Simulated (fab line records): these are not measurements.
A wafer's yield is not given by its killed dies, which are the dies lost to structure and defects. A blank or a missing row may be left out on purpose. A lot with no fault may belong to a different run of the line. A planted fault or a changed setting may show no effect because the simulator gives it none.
fab line records	flow nand-harc
record lots=5	wafers=13	last-day=24
route steps=1159 shown P_BONDPAD@364 A_ZERO_WELL@390 END@1159
lots with no fault: from the same line, run without faults
start-h: start of the lot's first displayed wafer, in hours after the record's first day	wait-h: how many hours have passed since the lot's step before this one	" as in the row above	L1.1+2: a single row standing in for several wafers	- no value present, or no start provided	* or withheld: withheld	< > ~ a bound
route shown NAME@n: names a module that has steps shown in the file, with the first one's number in the route	usual: the fault-free wafers' mean and standard deviation	same: alike in all rows	chamber/n: place in a boat	sites: per-site readings	_std_site: their standard deviation	_edge_site: the outer-site mean with the inner-site mean subtracted	radius-mm: how far each site lies from the wafer's centre	mask NAME#n: copy n	behind: the last tool/chamber to shape the wafer	hold: why the lot went on hold/how many hours it stayed there/how the hold came to an end	device: names the non-switching transistor (n, p or np)	end of line: the same wafers' tests at the end of the route	a step with no rows: only its recipe	killed: the dies lost at the first sort to structure and to defects; this is not the yield of the wafer	map: dies across one wafer; x = killed, . = not, _ = none there
set.NAME: the setting as run; set.NAME@STEP: as run at that earlier step	model.NAME: the simulator's own value behind a step, which no gauge read
lots seen at some steps along the route; tables by step, rows by wafer
services: when a tool's chamber went out of use (start-h, in hours from the record's first day, below 0 if earlier), for how many hours, and the reason
## steps
# step NHARC_P_BONDPAD_CD_MEAS_09
# recipe target-cd-nm=500	landing-energy-ev=500
# usual cd-nm=499.4/3
lot.wafer	tool	chamber	start-h	wait-h	cd-nm
L807.2	cd-sem-01	0	179.52	-	495.3
L807.4	"	0	"	"	497.2
L807.6	"	0	"	"	498.1
L812.2	cd-sem-02	0	225.79	-	501.5
L817.3	cd-sem-01	0	235.26	-	506.9
L817.4	"	0	"	"	499.7
L817.5	"	0	"	"	497.6
L819.2	cd-sem-01	0	258.51	-	500.0
L819.4	"	0	"	"	497.8
L819.5	"	0	"	"	496.6
L820.1	cd-sem-01	0	260.58	-	501.2
L820.3	"	0	"	"	507.2
L820.6	"	0	"	"	502.8
# step NHARC_P_BONDPAD_OVL_MEAS_38
# usual overlay-x-nm=-1/5.9	overlay-y-nm=0/6.9
lot.wafer	tool	chamber	start-h	wait-h	overlay-x-nm	overlay-y-nm
L807.2	overlay-02	-	179.61	-	-6	6
L807.4	"	-	"	"	-6	6
L807.6	"	-	"	"	-6	6
L812.2	overlay-01	-	225.88	-	-6	-16
L817.3	overlay-01	-	235.34	-	14	-13
L817.4	"	-	"	"	14	-13
L817.5	"	-	"	"	14	-13
L819.2	overlay-02	-	258.60	-	-4	1
L819.4	"	-	"	"	-4	1
L819.5	"	-	"	"	-3	1
L820.1	overlay-01	-	260.67	-	-2	-7
L820.3	"	-	"	"	-3	-7
L820.6	"	-	"	"	-3	-7
# step NHARC_P_BONDPAD_HARDBAKE_10
# recipe temp-c=118	time-s=65
# step NHARC_P_BONDPAD_DESCUM_11
# recipe time-s=3	o2-flow-sccm=200	ar-flow-sccm=0	bias-power-w=0	chemistry=O2
# usual drypump-motor-current-A=5.8/0.65	oes-product-au=1.000/0.01	rf-vpp-V=57.9/0.92	showerhead-plenum-p-Torr=1.93/0.091	throttle-valve-pct=11.312/0.0091
# same bias-power-w=0	time-s=3
lot.wafer	tool	chamber	start-h	wait-h	drypump-motor-current-A	oes-product-au	rf-hours-counter-h	rf-vpp-V	showerhead-plenum-p-Torr	throttle-valve-pct
L807.2	rie-diel-02	3	179.73	-	6.6	0.999	2	59.4	1.97	11.318
L807.4	"	2	"	"	6.2	1.000	2	58.3	2.03	11.319
L807.6	"	0	"	"	5.0	1.004	-	56.3	1.81	11.330
L812.2	rie-diel-02	1	226.03	-	5.2	1.000	6	58.2	1.99	11.303
L817.3	rie-diel-11	1	235.47	-	5.7	1.029	15	58.8	2.05	11.316
L817.4	"	3	"	"	6.6	1.009	17	56.5	1.80	11.318
L817.5	"	1	"	"	5.7	1.016	-	58.7	2.05	11.303
L819.2	rie-diel-05	1	258.72	-	5.7	0.996	33	58.4	1.89	11.312
L819.4	"	2	"	"	6.1	0.979	33	57.4	1.83	11.296
L819.5	"	1	"	"	5.7	0.984	-	58.0	1.89	11.327
L820.1	rie-diel-05	1	260.80	-	5.7	0.978	33	58.3	1.89	11.319
L820.3	"	3	"	"	6.5	1.023	34	57.2	1.78	11.292
L820.6	"	0	"	"	4.7	0.991	-	58.3	1.89	11.311
# step NHARC_P_BONDPAD_ETCH_37
# recipe target-depth-a=600	overetch-a=180	time-s=65.91	ion-energy-ev=200	n2-flow-sccm=150	h2-flow-sccm=150	ar-flow-sccm=0	rf-w=400	bias-w=150	chemistry=N2/H2
# step NHARC_P_BONDPAD_ETCH_12
# recipe target-depth-a=2000	time-s=100	chf3-flow-sccm=50	o2-flow-sccm=10	ar-flow-sccm=200	rf-w=500	bias-w=200	chemistry=CHF3/O2
# step NHARC_P_BONDPAD_CD_MEAS_13
# usual cd-nm=499/3.2
lot.wafer	tool	chamber	start-h	wait-h	cd-nm
L807.2	cd-sem-01	-	180.06	-	496
L807.4	"	-	"	"	497
L807.6	"	-	"	"	499
L812.2	cd-sem-02	-	226.32	-	501
L817.3	cd-sem-03	-	235.82	-	507
L817.4	"	-	"	"	500
L817.5	"	-	"	"	498
L819.2	cd-sem-02	-	259.05	-	503
L819.4	"	-	"	"	499
L819.5	"	-	"	"	499
L820.1	cd-sem-03	-	261.11	-	502
L820.3	"	-	"	"	508
L820.6	"	-	"	"	506
# step NHARC_P_BONDPAD_STRIP_15
# recipe o2-flow-sccm=500	ar-flow-sccm=0	bias-w=0	chemistry=O2
# step NHARC_P_BONDPAD_ETCH_24
# recipe target-depth-a=300	over-etch-frac=0.3	time-s=72.99	ion-energy-ev=150	cf4-flow-sccm=50	n2-flow-sccm=100	ar-flow-sccm=150	rf-w=300	bias-w=100	chemistry=CF4/N2
# step NHARC_P_BONDPAD_STRIP_16
# recipe time-s=600	temp-c=30	chemistry=post-etch-residue-remover
# step NHARC_P_BONDPAD_DEGAS_25
# recipe temp-c=300	time-s=60
# step NHARC_P_BONDPAD_PRE_CLEAN_26
# recipe time-s=30	temp-c=280	gas=H2/He
# step NHARC_P_BONDPAD_PVD_17
# recipe target-thk-a=50	bias-v=168.6	power-w=15000	chamber-pressure-pa=0.12	time-s=8.06	substrate-temp-c=50	material=TaN
# usual cathode-dc-power-W=15000/3	throttle-valve-pct=30.2/1.2
# same time-s=8.06
lot.wafer	tool	chamber	start-h	wait-h	cathode-dc-power-W	throttle-valve-pct
L807.4	pvd-sputter-03	-	180.91	-	14999	30.3
L807.2	"	-	"	"	14998	27.9
L807.6	"	-	"	"	15004	30.3
L812.2	pvd-sputter-03	-	227.10	-	14999	30.5
L817.3	pvd-sputter-02	-	236.78	-	14996	30.1
L817.4	"	-	"	"	15001	31.4
L817.5	"	-	"	"	15001	28.7
L819.2	pvd-sputter-02	-	259.82	-	14997	31.7
L819.4	"	-	"	"	14999	31.3
L819.5	"	-	"	"	14997	28.5
L820.3	pvd-sputter-01	-	261.85	-	15000	30.5
L820.1	"	-	"	"	15001	30.5
L820.6	"	-	"	"	15007	30.3
# step NHARC_P_BONDPAD_PVD_27
# recipe target-thk-a=300	chamber-pressure-pa=5	power-w=5000	substrate-temp-c=30	time-s=20.49	material=Cu
# usual cathode-dc-power-W=4999.9/0.78	throttle-valve-pct=30.1/1.2
# same time-s=20.49
lot.wafer	tool	chamber	start-h	wait-h	cathode-dc-power-W	throttle-valve-pct
L807.2	pvd-sputter-03	-	-	-	4999.7	29.8
L807.4	"	-	"	"	5000.9	29.9
L807.6	"	-	"	"	4999.4	30.0
L812.2	pvd-sputter-03	-	-	-	4999.6	27.9
L817.4	pvd-sputter-02	-	-	-	5000.1	30.3
L817.3	"	-	"	"	4999.7	31.5
L817.5	"	-	"	"	5000.4	28.7
L819.4	pvd-sputter-02	-	-	-	5000.9	28.7
L819.2	"	-	"	"	4999.9	30.3
L819.5	"	-	"	"	4999.9	28.8
L820.3	pvd-sputter-01	-	-	-	5000.5	28.7
L820.1	"	-	"	"	5001.2	30.4
L820.6	"	-	"	"	5000.8	30.7
# step NHARC_P_BONDPAD_ECD_18
# recipe target-thk-a=4000	bath-temp-c=25	material=Cu
# step NHARC_P_BONDPAD_ANNEAL_28
# recipe temp-c=225	time-s=90
# usual wafer_temp_C_max=226.0/0.32
# same time-s=90
lot.wafer	tool	chamber	start-h	wait-h	wafer_temp_C_max
L807.2	rtp-anneal-02	0	182.00	-	225.6
L807.4	"	0	"	"	225.5
L807.6	"	0	"	"	225.7
L812.2	rtp-anneal-02	0	227.75	-	225.9
L817.3	rtp-anneal-01	0	237.50	0.3	226.5
L817.4	"	0	"	"	227.0
L817.5	"	0	"	"	226.3
L819.2	rtp-anneal-01	0	260.48	-	225.9
L819.4	"	0	"	"	226.1
L819.5	"	0	"	"	226.1
L820.1	rtp-anneal-01	0	262.47	-	226.3
L820.3	"	0	"	"	226.0
L820.6	"	0	"	"	226.5
# step NHARC_P_BONDPAD_CMP_19
# recipe t-overpolish-s=30	cu-recess-touch-s=16	target-thk-nm=160.81
# step NHARC_P_BONDPAD_THK_MEAS_20
# recipe thk-meas-gauge=xrf
# usual thk-nm=160.5/1.5
lot.wafer	tool	chamber	start-h	wait-h	thk-nm
L807.2	film-metro-02	-	182.62	-	159.9
L807.4	"	-	"	"	159.8
L807.6	"	-	"	"	159.8
L812.2	film-metro-02	-	228.36	-	161.1
L817.3	film-metro-02	-	238.06	-	160.5
L817.4	"	-	"	"	158.9
L817.5	"	-	"	"	159.7
L819.2	film-metro-01	-	261.10	-	162.2
L819.4	"	-	"	"	159.7
L819.5	"	-	"	"	161.5
L820.1	film-metro-02	-	263.14	-	161.6
L820.3	"	-	"	"	159.7
L820.6	"	-	"	"	158.5
# step NHARC_P_BONDPAD_SRD_21
# recipe time-s=30	temp-c=23	dry-time-s=20	spin-rpm=1500
# step NHARC_P_BONDPAD_ACTIVATE_29
# recipe time-s=60	n2-flow-sccm=200	ar-flow-sccm=0	bias-power-w=0	chemistry=N2
# usual drypump-motor-current-A=5.8/0.65	oes-product-au=0.999/0.011	rf-vpp-V=64.2/0.95	showerhead-plenum-p-Torr=1.78/0.081
# same bias-power-w=0	time-s=60
lot.wafer	tool	chamber	start-h	wait-h	drypump-motor-current-A	oes-product-au	rf-hours-counter-h	rf-vpp-V	showerhead-plenum-p-Torr
L807.4	rie-diel-02	1	182.92	0.1	5.2	1.015	3	64.2	1.84
L807.2	"	2	"	"	6.2	0.994	2	66.5	1.87
L807.6	"	0	"	"	5.0	1.012	-	63.6	1.67
L812.2	rie-diel-02	0	228.66	0.1	5.0	1.007	7	63.2	1.67
L817.3	rie-diel-02	0	238.36	0.1	5.0	1.013	8	63.0	1.67
L817.4	"	2	"	"	6.2	1.011	8	64.3	1.87
L817.5	"	3	"	"	6.7	0.997	-	65.7	1.81
L819.4	rie-diel-05	2	261.38	0.1	6.1	0.991	33	63.8	1.69
L819.2	"	0	"	"	4.7	1.000	34	64.6	1.75
L819.5	"	1	"	"	5.7	1.002	-	64.5	1.74
L820.3	rie-diel-02	1	263.43	0.1	5.2	1.004	9	64.4	1.84
L820.1	"	3	"	"	6.6	0.979	10	65.0	1.81
L820.6	"	1	"	"	5.2	1.004	-	63.0	1.84
# step NHARC_P_BONDPAD_PRECLEAN_30
# recipe time-s=300	temp-c=23	chemistry=DIW
# step NHARC_P_BONDPAD_SRD_31
# recipe time-s=30	temp-c=23	dry-time-s=20	spin-rpm=1500
# step NHARC_A_ZERO_WELL_PRECLEAN_00
# recipe time-s=600	temp-c=120	chemistry=SPM
# step NHARC_A_ZERO_WELL_SRD_01
# step NHARC_A_ZERO_WELL_DEHYDRATE_02
# recipe temp-c=150	time-s=120
# step NHARC_A_ZERO_WELL_HMDS_03
# recipe time-s=30
# step NHARC_A_ZERO_WELL_COAT_18
# recipe temp-c=200	time-s=65
# step NHARC_A_ZERO_WELL_COAT_04
# recipe spin-rpm=2000	resist-thk-nm=600
# step NHARC_A_ZERO_WELL_SOFTBAKE_05
# recipe temp-c=125	time-s=70
# step NHARC_A_ZERO_WELL_EBR_06
# step NHARC_A_ZERO_WELL_EXPOSE_07
# recipe na=0.55	dose-mj=33.85	mask-id=A_ZERO
# step NHARC_A_ZERO_WELL_PEB_08
# recipe peb-temp-c=128	peb-time-s=80
# step NHARC_A_ZERO_WELL_DEVELOP_09
# recipe time-s=50	dev-temp-c=22
# step NHARC_A_ZERO_WELL_CD_MEAS_10
# recipe target-cd-nm=2000	landing-energy-ev=500
# usual cd-nm=2001.0/2.2
lot.wafer	tool	chamber	start-h	wait-h	cd-nm
L807.2	cd-sem-01	0	184.22	-	2002.1
L807.4	"	0	"	"	2001.8
L807.6	"	0	"	"	2002.9
L812.2	cd-sem-01	0	229.76	-	1997.4
L817.3	cd-sem-02	0	239.61	-	1999.6
L817.4	"	0	"	"	1999.7
L817.5	"	0	"	"	2002.5
L819.2	cd-sem-02	0	262.57	-	2000.7
L819.4	"	0	"	"	1999.5
L819.5	"	0	"	"	1999.0
L820.1	cd-sem-02	0	264.73	-	2002.1
L820.3	"	0	"	"	2004.4
L820.6	"	0	"	"	2004.8
# step NHARC_A_ZERO_WELL_HARDBAKE_11
# recipe temp-c=118	time-s=65
# step NHARC_A_ZERO_WELL_DESCUM_12
# recipe time-s=3	o2-flow-sccm=200	ar-flow-sccm=0	bias-power-w=0	chemistry=O2
# step NHARC_A_ZERO_WELL_ETCH_19
# recipe target-depth-a=800	overetch-a=240	time-s=87.88	ion-energy-ev=200	n2-flow-sccm=150	h2-flow-sccm=150	ar-flow-sccm=0	rf-w=400	bias-w=150	chemistry=N2/H2
# step NHARC_A_ZERO_WELL_ETCH_13
# recipe target-depth-a=1200	time-s=40.1	hbr-flow-sccm=150	cl2-flow-sccm=50	rf-w=400	icp-w=400	bias-w=100	chemistry=HBr/Cl2
# usual drypump-motor-current-A=5.8/0.5	oes-product-au=1.000/0.013	throttle-valve-pct=26.407/0.0099
# same time-s=40.1
lot.wafer	tool	chamber	start-h	wait-h	drypump-motor-current-A	oes-product-au	rf-hours-counter-h	throttle-valve-pct
L807.2	rie-si-02	3	184.61	-	6.0	0.967	1.0	26.399
L807.4	"	0	"	"	6.3	0.986	1.1	26.408
L807.6	"	1	"	"	5.7	1.006	-	26.404
L812.2	rie-si-06	3	230.12	-	5.8	0.989	0.3	26.395
L817.3	rie-si-01	0	239.98	-	5.7	1.011	0.8	26.414
L817.4	"	2	"	"	6.4	1.025	0.9	26.406
L817.5	"	0	"	"	5.7	1.011	-	26.404
L819.4	rie-si-02	1	262.93	-	5.7	1.002	0.3	26.404
L819.2	"	2	"	"	6.2	0.995	0.2	26.408
L819.5	"	1	"	"	5.7	1.007	-	26.417
L820.3	rie-si-01	2	265.11	-	6.4	1.001	1.0	26.407
L820.1	"	0	"	"	5.7	1.002	1.1	26.406
L820.6	"	2	"	"	6.4	1.014	-	26.403
# step NHARC_END_SORT_01
# recipe temp-c=25
# usual killed-at-array=25/10	killed-at-other=0.6/0.91	killed-at-periphery=3.6/2.9	killed-dies=29/10	killed-open=3.3/2	killed-short=1.9/1.5
# same gross-dies=677
lot.wafer	tool	chamber	start-h	wait-h	killed-at-array	killed-at-other	killed-at-periphery	killed-dies	killed-open	killed-short
L807.2	prober-02	0	500.24	2.8	31	0	6	37	4	1
L807.4	prober-02	0	501.84	3.4	22	0	10	32	5	0
L807.6	prober-02	0	503.43	4.0	32	0	10	42	1	4
L812.2	prober-02	0	533.20	2.8	41	0	73	114	5	0
L817.3	prober-01	0	541.91	3.1	24	1	4	29	2	5
L817.4	prober-01	0	542.70	3.4	15	0	1	16	1	2
L817.5	prober-01	0	543.49	3.7	13	0	2	15	2	1
# killed by level:class
L807.2 A_CHANNEL_HOLE_D1:chamber-film-flake=18 P_CONTACT:chamber-film-flake=4 A_CONTACT:chamber-film-flake=3 A_M0:geometric-particle:open=2 A_CHANNEL_FILL_D1:chamber-film-flake=2 A_STAIRCASE:chamber-film-flake=2 A_WL_FILL:chamber-film-flake=2 P_M0:geometric-particle:open=1
L807.4 A_CHANNEL_HOLE_D1:chamber-film-flake=14 P_CONTACT:chamber-film-flake=5 A_STAIRCASE:chamber-film-flake=3 P_CONTACT:geometric-particle:open=2 A_WL_FILL:chamber-film-flake=2 P_M0:geometric-particle:open=1 A_CHANNEL_HOLE_D1:geometric-particle:open=1 A_BLC:geometric-particle:open=1
L807.6 A_CHANNEL_HOLE_D1:chamber-film-flake=21 P_STI:chamber-film-flake=4 P_CONTACT:chamber-film-flake=4 A_STAIRCASE:chamber-film-flake=3 A_M0:geometric-particle:short=2 A_WL_FILL:chamber-film-flake=2 A_ONON_D1:geometric-particle:open=1 A_CHANNEL_HOLE_D1:geometric-particle:short=1
L812.2 P_BONDPAD:unspecified=71 A_CHANNEL_HOLE_D1:chamber-film-flake=24 A_ZERO_WELL:chamber-film-flake=4 A_STAIRCASE:chamber-film-flake=4 A_WL_FILL:chamber-film-flake=3 P_GATE:geometric-particle:open=1 A_ONON_D1:geometric-particle:open=1 A_SGD_CUT:geometric-particle:open=1
L817.3 A_CHANNEL_HOLE_D1:chamber-film-flake=9 A_STAIRCASE:chamber-film-flake=4 A_CONTACT:chamber-film-flake=3 A_BLC:chamber-film-flake=3 P_GATE:chamber-film-flake=2 P_CONTACT:geometric-particle:open=1 P_M0:geometric-particle:short=1 A_ONON_D1:geometric-particle:short=1
L817.4 A_CHANNEL_HOLE_D1:chamber-film-flake=5 A_BONDPAD:chamber-film-flake=3 A_CONTACT:chamber-film-flake=2 A_CHANNEL_HOLE_D1:geometric-particle:short=1 A_CONTACT:geometric-particle:open=1 A_CONTACT:geometric-particle:short=1 P_GATE:chamber-film-flake=1 A_CHANNEL_FILL_D1:chamber-film-flake=1
L817.5 A_CONTACT:chamber-film-flake=5 P_GATE:chamber-film-flake=2 A_CHANNEL_HOLE_D1:chamber-film-flake=2 A_WL_FILL:chamber-film-flake=2 A_SGD_CUT:geometric-particle:short=1 A_CONTACT:geometric-particle:open=1 A_M0:geometric-particle:open=1 A_STAIRCASE:chamber-film-flake=1
# map L812.2 (x killed, . not)
____________.____________
_________......._________
_______.....x....._______
______..........x..______
_____..............._____
____........x........____
____.................____
___.x............x....___
___......x...x........___
__.....................__
__......xx.............__
_.........x............x_
_..x.............x......_
_x.x...................._
_.xx..........x....x...._
_xxxx.x........x........_
xxxxxx...................
xxxxxxx...x.xx...........
xxxxxxx..xx.x..x.........
xxxxxxx..xxxx............
xxxxxxxx..xxxx...........
_xxxxxx...xxxx.........._
_xxxxxxx.x....xx........_
_xxxxx.......x.........._
_xxxx..................._
_xx.x.......x..........._
__....x............x...__
__x....................__
___...................___
___...................___
____...x.............____
____.................____
_____x.............._____
______.............______
_______..........._______
_________......._________
____________.____________
# map L807.6 (x killed, . not)
____________.____________
_________......._________
_______..........._______
______.........x...______
_____.............x._____
____.................____
____.................____
___...................___
___...................___
__.....................__
__.....................__
_.............x.......x._
_......................._
_.........x....x........_
_......................._
_......................._
........xxxx.............
...........x...x.........
.....x......x.xx......x..
...........x..xx.........
........x..x...........x.
_.........xxxxx........._
_......................._
_.........x.x.x........x_
_..........xx.x........._
_......................._
__.....................__
__.....................__
___...................___
___.......xx..........___
____.................____
____........xx.......____
_____..............._____
______.x...........______
_______........xx._______
_________......._________
____________.____________
## services
tool	chamber	start-h	hours	kind
rie-si-06	3	157.92	8.3	repair
rie-diel-02	0	159.70	-	clean
rie-diel-02	1	159.70	-	clean
rie-diel-02	2	159.70	-	clean
rie-diel-02	3	159.70	-	clean
pvd-sputter-03	-	160.72	0.7	repair
pvd-sputter-03	-	163.43	1.7	repair
rie-diel-05	-	163.65	9.0	pm
pvd-sputter-01	-	167.55	5.1	repair
rie-diel-02	3	171.82	4.8	repair
rie-diel-02	2	179.85	2.3	repair
rie-si-06	-	183.00	9.0	pm
rie-diel-02	0	184.20	-	clean
rie-diel-02	1	184.20	-	clean
rie-diel-02	2	184.20	-	clean
rie-diel-02	3	184.20	-	clean
rie-diel-11	-	189.52	9.0	pm
rie-si-02	-	211.00	9.0	pm
pvd-sputter-02	-	214.00	10.0	pm
pvd-sputter-03	-	234.53	9.4	repair
rie-diel-11	2	242.83	4.5	repair
rie-si-06	1	254.28	8.1	repair
rie-diel-11	0	259.02	6.5	repair
rie-si-02	0	263.46	12.1	repair
## key
first-sign step=NHARC_END_SORT_01	reading=killed-at-periphery	direction=up	sigmas=24	usual=3.6	struck=73
effect step=NHARC_END_SORT_01	reading=killed-dies	direction=up	sigmas=8.2	usual=29	struck=114
more-kills-born-at NHARC_P_BONDPAD_PVD_17@pvd-sputter-03=71
met-at NHARC_P_BONDPAD_PVD_17
struck-wafers L812.2
tester-left-out L812
onset-between 180.91 227.10
also-fits NHARC_P_BONDPAD_DESCUM_11:rie-diel-02,NHARC_P_BONDPAD_PVD_27:pvd-sputter-03,NHARC_P_BONDPAD_ANNEAL_28:rtp-anneal-02
earlier-fault kind=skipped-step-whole	tool=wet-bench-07	chamber=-	onset-h=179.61	steps=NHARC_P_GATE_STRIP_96	scope=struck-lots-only
fault kind=chamber-particle-source	tool=pvd-sputter-03	chamber=-	onset-h=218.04	steps=NHARC_P_BONDPAD_PVD_17	rate-per-visit-cm2=1.4814	scope=struck-wafers-only
# tester-left-out: of these lots the tester's yield and bins aren't shown, on N5 and GAA mostly nor the transistor test; their killed dies are dies lost to structure and defects alone, not to doping, threshold or leakage, so they don't give the yield
